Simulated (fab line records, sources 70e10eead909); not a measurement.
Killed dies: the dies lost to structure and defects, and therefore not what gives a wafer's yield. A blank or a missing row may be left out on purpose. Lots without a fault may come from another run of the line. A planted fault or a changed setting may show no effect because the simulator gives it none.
Which tool did it? | flow nand-harc | Sampling: 12 lots, 36 wafers, 5 of 1302 route steps

WHAT EACH GAUGE READ, for each wafer
NHARC_A_SOURCE_PLATE_THK_MEAS_06: measures by ellipsometry.
lot  | measured     | on            | thk-nm (nm)
L492 | day 8 02:01  | film-metro-02 | 199.7 199.4 199.3
L493 | day 8 11:41  | film-metro-02 | 202.1 200.1 200.6
L496 | day 9 14:23  | film-metro-02 | 201.7 202.4 204.6
L497 | day 10 13:52 | film-metro-02 | 201.1 200.8 200.6
L498 | day 11 01:35 | film-metro-02 | 202.7 202.0 198.2
L501 | day 11 22:47 | film-metro-01 | 198.1 196.3 197.6
L502 | day 12 13:20 | film-metro-02 | 201.8 199.8 198.9
L505 | day 13 16:37 | film-metro-01 | 284.4 285.6 284.9
L506 | day 13 16:37 | film-metro-02 | 286.8 287.7 287.0
L513 | day 16 13:50 | film-metro-02 | 199.0 199.2 197.7
L512 | day 16 13:49 | film-metro-02 | 199.5 196.0 200.0
L514 | day 17 04:11 | film-metro-02 | 197.0 197.2 198.1

NHARC_A_ONON_D1_THK_MEAS_02: measures by ellipsometry.
lot  | measured     | on            | thk-nm (nm)
L492 | day 8 02:39  | film-metro-01 | 1018 1016 1016
L493 | day 8 12:21  | film-metro-02 | 1007 1008 1008
L496 | day 9 15:02  | film-metro-02 | 1010 1009 1009
L497 | day 10 14:32 | film-metro-01 | 996 994 995
L498 | day 11 02:13 | film-metro-01 | 1004 1004 1006
L501 | day 11 23:29 | film-metro-02 | 1016 1016 1016
L502 | day 12 13:59 | film-metro-01 | 999 998 999
L505 | day 13 17:16 | film-metro-02 | 988 988 987
L506 | day 13 17:16 | film-metro-01 | 1009 1007 1007
L513 | day 17 04:00 | film-metro-02 | 1009 1006 1007
L512 | day 17 04:00 | film-metro-02 | 1010 1011 1011
L514 | day 17 04:55 | film-metro-02 | 1008 1007 1007

NHARC_A_ONON_D1_THK_MEAS_08: measures by ellipsometry.
lot  | measured     | on            | thk-nm (nm)
L492 | day 8 03:46  | film-metro-01 | 1006 1004 1007
L493 | day 8 13:29  | film-metro-02 | 1001 1000 999
L496 | day 9 16:10  | film-metro-02 | 988 987 989
L497 | day 10 15:41 | film-metro-02 | 998 996 997
L498 | day 11 03:21 | film-metro-01 | 1002 1001 1003
L501 | day 12 00:37 | film-metro-02 | 1003 1001 1001
L502 | day 12 15:07 | film-metro-02 | 988 990 988
L505 | day 13 18:23 | film-metro-01 | 1000 1000 999
L506 | day 13 18:23 | film-metro-02 | 1004 1003 1005
L513 | day 17 05:09 | film-metro-02 | 998 997 998
L512 | day 17 05:08 | film-metro-02 | 976 975 978
L514 | day 17 06:03 | film-metro-02 | 1007 1007 1010

WHICH TOOL RAN EACH LOT (tool, then ch and the chambers of the sampled wafers, then the start)
lot  | NHARC_P_BONDPAD_DESCUM_11          | NHARC_A_SOURCE_PLATE_CVD_03
L492 | rie-diel-02 ch 0,3, day 7 00:57    | lpcvd-poly-02 ch 0, day 7 15:18
L493 | rie-diel-02 ch 1,3, day 7 10:23    | lpcvd-poly-04 ch 0, day 8 01:16
L496 | rie-diel-09 ch 1,2,3, day 8 12:21  | lpcvd-poly-02 ch 0, day 9 04:22
L497 | rie-diel-09 ch 0,2,3, day 9 11:03  | lpcvd-poly-04 ch 0, day 10 03:04
L498 | rie-diel-09 ch 0,2,3, day 9 18:05  | lpcvd-poly-04 ch 0, day 10 11:24
L501 | rie-diel-11 ch 0,2,3, day 10 18:13 | lpcvd-poly-04 ch 0, day 11 10:17
L502 | rie-diel-02 ch 0,1, day 11 08:41   | lpcvd-poly-02 ch 0, day 12 03:04
L505 | rie-diel-02 ch 0,1, day 12 13:03   | lpcvd-poly-02 ch 0, day 13 03:49
L506 | rie-diel-09 ch 1,2,3, day 12 15:13 | lpcvd-poly-02 ch 0, day 13 03:49
L513 | rie-diel-09 ch 0,1,3, day 15 12:01 | lpcvd-poly-02 ch 0, day 16 03:20
L512 | rie-diel-02 ch 2,3, day 15 13:15   | lpcvd-poly-02 ch 0, day 16 03:20
L514 | rie-diel-11 ch 0,1,3, day 16 00:58 | lpcvd-poly-01 ch 0, day 16 15:34
- NHARC_P_BONDPAD_DESCUM_11: chemistry O2, time 3 s.
- NHARC_A_SOURCE_PLATE_CVD_03: deposits poly-Si, target thk 200 nm, time 4000 s.

WHAT THE TOOLS THEMSELVES READ (means of the sampled wafers that have a number; where no wafer has one, the mark that the record gives instead)
NHARC_P_BONDPAD_DESCUM_11.
lot  | tool        | drypump-motor-current-A (A) | oes-product-au (a.u.) | rf-vpp-V (V) | showerhead-plenum-p-Torr (Torr) | throttle-valve-pct (%)
L492 | rie-diel-02 | 5.6                         | 0.994                 | 57.6         | 1.85                            | 11.312
L493 | rie-diel-02 | 5.4                         | 1.002                 | 57.5         | 1.87                            | 11.314
L496 | rie-diel-09 | 6.0                         | 1.005                 | 57.4         | 1.92                            | 11.311
L497 | rie-diel-09 | 6.1                         | 1.006                 | 57.9         | 1.90                            | 11.307
L498 | rie-diel-09 | 6.1                         | 1.002                 | 58.3         | 1.90                            | 11.313
L501 | rie-diel-11 | 5.6                         | 0.998                 | 57.7         | 1.89                            | 11.306
L502 | rie-diel-02 | 5.7                         | 0.998                 | 57.2         | 1.82                            | 11.316
L505 | rie-diel-02 | 5.6                         | 1.001                 | 58.0         | 1.82                            | 11.311
L506 | rie-diel-09 | 6.0                         | 0.997                 | 56.8         | 1.92                            | 11.300
L513 | rie-diel-09 | 6.0                         | 1.006                 | 57.4         | 1.90                            | 11.313
L512 | rie-diel-02 | 5.7                         | 0.993                 | 58.2         | 1.86                            | 11.319
L514 | rie-diel-11 | 5.4                         | 1.002                 | 58.2         | 1.95                            | 11.305

NHARC_A_SOURCE_PLATE_CVD_03.
lot  | tool          | spike-tc-bottom-C (C) | spike-tc-centre-C (C) | spike-tc-lower-C (C) | spike-tc-top-C (C) | spike-tc-upper-C (C) | zone-power-upper-pct (%)
L492 | lpcvd-poly-02 | 645.6                 | 620.5                 | 620.2                | 639.2              | 621.0                | 9.0
L493 | lpcvd-poly-04 | 643.0                 | 620.4                 | 619.1                | 633.9              | 618.9                | 9.7
L496 | lpcvd-poly-02 | 645.6                 | 620.7                 | 618.3                | 640.1              | 621.3                | 9.1
L497 | lpcvd-poly-04 | 642.2                 | 619.8                 | 618.5                | 633.9              | 619.5                | 9.7
L498 | lpcvd-poly-04 | 642.8                 | 620.0                 | 619.1                | 635.4              | 619.7                | 9.7
L501 | lpcvd-poly-04 | 642.1                 | 621.2                 | 619.6                | 634.6              | 619.7                | 9.7
L502 | lpcvd-poly-02 | 645.3                 | 620.4                 | 619.4                | 639.9              | 621.4                | 9.0
L505 | lpcvd-poly-02 | 661.1                 | 635.4                 | 635.4                | 654.7              | 638.4                | 9.6
L506 | lpcvd-poly-02 | 660.1                 | 636.7                 | 635.6                | 655.2              | 638.4                | 9.6
L513 | lpcvd-poly-02 | 644.6                 | 620.8                 | 619.5                | 639.7              | 621.3                | 9.1
L512 | lpcvd-poly-02 | 645.4                 | 620.1                 | 619.8                | 639.5              | 622.0                | 9.2
L514 | lpcvd-poly-01 | 641.3                 | 621.6                 | 619.4                | 637.2              | 620.0                | 8.5

THE ANSWER, worked out from the rows above alone
Rule: the lots themselves supply what counts as usual. Put in order of their means at a reading, lots are off if they are a third of the lots or fewer, leave a main group of 4 or more, and stand apart from it by a gap of 3 or more times the standard deviation of the main group's means; of several such gaps the widest counts. Not used: any main group whose means are identical at the precision the tables above print for the reading. A lot without any number at a reading at which 4 lots or more have one is off too. All remaining lots with rows at the step are treated as sound. After the gauges, taken in route order, come the tools' own readings; for these a lot's mean is taken, as printed above. At the first step where some lot is off, the reading lying furthest off is the one used; lots without a number count as furthest.
Off, at NHARC_A_SOURCE_PLATE_THK_MEAS_06 on thk-nm: L505, L506. Main group: mean 199.7 nm, sd 1.7.
If a tool, at a process step before that reading, ran all the lots that are off and no sound lot after the first of them, it fits. Not tried: the gauges at NHARC_A_SOURCE_PLATE_THK_MEAS_06; whatever is off there is also off at NHARC_A_SOURCE_PLATE_CVD_03, on other tools, and gauge error can't account for it. None of those tried fits.

WHAT THE SIMULATOR HAD INSERTED
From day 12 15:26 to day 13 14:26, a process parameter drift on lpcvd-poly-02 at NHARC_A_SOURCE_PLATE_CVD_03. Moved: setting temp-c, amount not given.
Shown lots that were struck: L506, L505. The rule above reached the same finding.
